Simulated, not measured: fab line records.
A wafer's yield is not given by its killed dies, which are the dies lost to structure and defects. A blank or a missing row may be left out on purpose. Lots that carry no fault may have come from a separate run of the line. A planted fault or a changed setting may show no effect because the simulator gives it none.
Comparing a struck lot with a sound one | flow n5_finfet | 16 out of 1938 route steps
Sound: these wafers, L121.1, L121.3, L121.6. Struck: wafer L130.2; the same lot's L130.4 was not struck, so it is left out; see the end for the cause.
For every step that has rows: the tool of each side, followed by ch and its chambers, followed by its first start. Under that, the readings that differ: sound wafers | struck wafers | difference of the means | sigmas: that difference in standard deviations of wafers without a fault.
alike: same words and numbers on both sides, and readings whose means sit less than 2 such deviations apart. not compared: any withheld reading, any reading some wafer has no value for, any bound like >300 that may hide the same value, and any number with overlapping values for which the record gives no deviation.
The two part at a step that has a row with sigmas, a row that says differs or no value, or rows on one side only. Numbers that don't overlap but have no deviation are shown without sigmas and don't part them. A reading that every wafer of one side lacks parts them only if that side has two wafers or more.

N5_BEOL_M1_ETCH_41: etches SiCN in CH3F/O2, target depth 31.9 nm, time 57.8 s.
  sound on rie_diel-02 ch 0,1,2; struck on rie_diel-02 ch 2
  alike: drypump_motor_current_A, oes_product_au, rf_vpp_V, showerhead_plenum_p_Torr, throttle_valve_pct
  not compared: rf_hours_counter_h
then, 1 step without rows for these wafers: N5_BEOL_M1_STRIP_97 (strips in N2/H2, time 10 s).
N5_BEOL_M1_OCD_MEAS_38:
  sound: ocd-01 at day 8 02:59; struck: ocd-01 at day 10 13:04
  alike: trench_depth_nm
then, 4 steps without rows for these wafers: N5_BEOL_M1_HM_STRIP_39 (strips TiN in peroxide tin strip, target depth 25 nm, time 158 s); N5_BEOL_M1_SRD_40 (time 30 s); N5_BEOL_M1_PRECLEAN_42 (cleans in residue remover, time 60 s); N5_BEOL_M1_SRD_43 (time 30 s).
N5_BEOL_M1_CD_MEAS_35: target cd 18 nm, target cd y 21 nm.
  sound: cd_sem-02 at day 8 03:08; struck: cd_sem-01 at day 10 13:13
  alike: cd_nm
N5_BEOL_M1_DEGAS_44: time 60 s.
  sound: pvd_sputter-02 at day 8 03:26; struck: pvd_sputter-03 at day 10 13:41
  alike: heater_power_w
N5_BEOL_M1_PRE_CLEAN_45: time 30 s.
  sound: pvd_sputter-02 at day 8 03:29; struck: pvd_sputter-03 at day 10 13:44
  alike: heater_power_w
N5_BEOL_M1_ALD_84: deposits TaN, pulse time 2 s, purge time 3 s, co reactant purge time 2 s.
  sound on ald_metal-01 ch 1,3, day 8 03:36; struck on ald_metal-04 ch 3, day 10 13:56
  alike: heater_power_w
N5_BEOL_M1_SURFACE_TREAT_85:
  sound: pvd_sputter-02 at day 8 03:58; struck: pvd_sputter-03 at day 10 14:15
  not compared: throttle_valve_pct
N5_BEOL_M1_CVD_47: deposits Co from CCTBA/H2, target thk 3 nm, time 223.8 s.
  sound on cvd_co-01 ch 0,2, day 8 04:01; struck on cvd_co-02 ch 0, day 10 14:24
  reading          | sound             | struck | difference | sigmas
  run_length_s (s) | 247.6 247.4 247.9 | 452.0  | +204.4     | +99 or more
then, 1 step without rows for these wafers: N5_BEOL_M1_SPUTTER_48 (material Cu, target thk 4.5 nm, time 8.29 s).
-- a jump in the record: the struck wafers' starts before and after are 4 days apart (it breaks off in module BEOL_M1 and resumes in module BEOL_M4, where the first step shown is number 1111 of the route) --
N5_BEOL_M4_RC_MEAS_101:
  sound on prober-02 ch 0, day 10 21:14; struck on prober-02 ch 0, day 14 03:20
  alike: DIBL_N, DIBL_P, IOFF_N, IOFF_P, ION_N, ION_P, SS_N, SS_P, VT_N, VT_P
-- a jump in the record: the struck wafers' starts before and after are 5 days apart (it breaks off in module BEOL_M4 and resumes in module PASSIVATION, where the first step shown is number 1936 of the route) --
N5_PASSIVATION_PROBE_49:
  rows exist in the record for the struck wafers here (prober-01, day 19 01:03), but not for the sound ones

## WHERE THEY PART
First at N5_BEOL_M1_CVD_47; last, within this record, at N5_PASSIVATION_PROBE_49.

WHY: whatever the simulator had introduced
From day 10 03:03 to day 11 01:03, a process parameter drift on cvd_co-02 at N5_BEOL_M1_CVD_47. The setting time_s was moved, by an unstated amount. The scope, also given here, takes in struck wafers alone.
